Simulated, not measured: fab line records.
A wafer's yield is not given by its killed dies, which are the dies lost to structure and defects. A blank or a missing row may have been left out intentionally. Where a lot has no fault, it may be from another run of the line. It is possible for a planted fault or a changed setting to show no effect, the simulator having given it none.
Code-filled problem report in 8D (eight disciplines) form -- flow nand harc -- the parts of the form that need people (team, actions taken, sign-off) are left out

== 1. PROBLEM STATEMENT ==
Wafers without a fault read 1.003 a.u., standard deviation 0.0079; oes product au at NHARC_A_STAIRCASE_TRIM_235 reads a mean of 1.318 a.u. on 5 wafers belonging to 3 lots. That puts it +40 standard deviations away from the usual mean.
The step: chemistry O2, time 211.2 s.
First seen on wafer L489.2, day 15 14:08, on rie diel-11. The record holds 42 wafers of 15 lots with a number at this step. By rule, "out" or "out of limits" means more than 4 standard deviations away from the usual mean. All remaining wafers that have a number are taken as sound.

== 2. WHAT IT IS, AND WHAT IT ISN'T ==
question,is,is not
which readings at this step,oes product au,"drypump motor current A, rf vpp V, showerhead plenum p Torr, throttle valve pct"
which lots,"L488, L489, L490","L475, L476, L477, L478, L480, L481, L482, L485, L486, L495, L496, L497"
which wafers of those lots,"L488.1, L488.2, L489.1, L489.2, L490.1",L490.3
read on which tools,rie diel-11,"rie diel-03, rie diel-04"
when,from day 15 14:08,"up to then (27 sound wafers); but 10 sound wafers of L490, L495, L496, L497 came after"

== 3. SUSPECTS, AND WHAT RULES EACH OUT ==
Counting: if a tool at a process step up to the reading ran every lot that is out, it stays a suspect. Sound lots after the first of them don't rule it out here, since some wafers of a struck lot are sound.
- plasma asher-02 at NHARC_A_STAIRCASE_STRIP_205 (strips in O2): kept. It ran every lot that is out, first L489 (day 15 10:25); its last sound lot up to then is L481 (day 13 11:23).
- rie diel-11 at NHARC_A_STAIRCASE_TRIM_235 (chemistry O2, time 211.2 s): kept. It ran every lot that is out, first L489 (day 15 14:08); its last sound lot up to then is L485 (day 13 20:17). Its own oes product au readings are out on those wafers.
Remaining after the count are plasma asher-02 at NHARC_A_STAIRCASE_STRIP_205 and rie diel-11 at NHARC_A_STAIRCASE_TRIM_235.

== 4. THE CAUSE (what the simulator had put in) ==
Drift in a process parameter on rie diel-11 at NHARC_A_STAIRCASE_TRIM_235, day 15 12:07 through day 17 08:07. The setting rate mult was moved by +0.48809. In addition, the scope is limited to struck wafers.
This tool is one of the 2 suspects left after counting.

== 5. SEQUENCE OF EFFECTS, ordered by route ==
Each row: a reading where the mean over the struck wafers with a number is more than 3 standard deviations away from the usual. Scope: only readings with a usual standard deviation given in the record; hours: median across lots of the time from each lot's start at the first step in this table that gives one to its start at this step; sigmas: change in usual standard deviations.
hours,step,reading,usual,on struck wafers,change,sigmas
0,NHARC_A_STAIRCASE_TRIM_235,oes product au,1.003 a.u.,1.318,+0.315,+40
The process steps in it:
- NHARC_A_STAIRCASE_TRIM_235: chemistry O2, time 211.2 s.

== 6. WHAT WOULD HAVE CAUGHT IT SOONER ==
2 hours passed between the start of the fault at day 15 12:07 and the first reading out of limits in this record, taken at day 15 14:08.
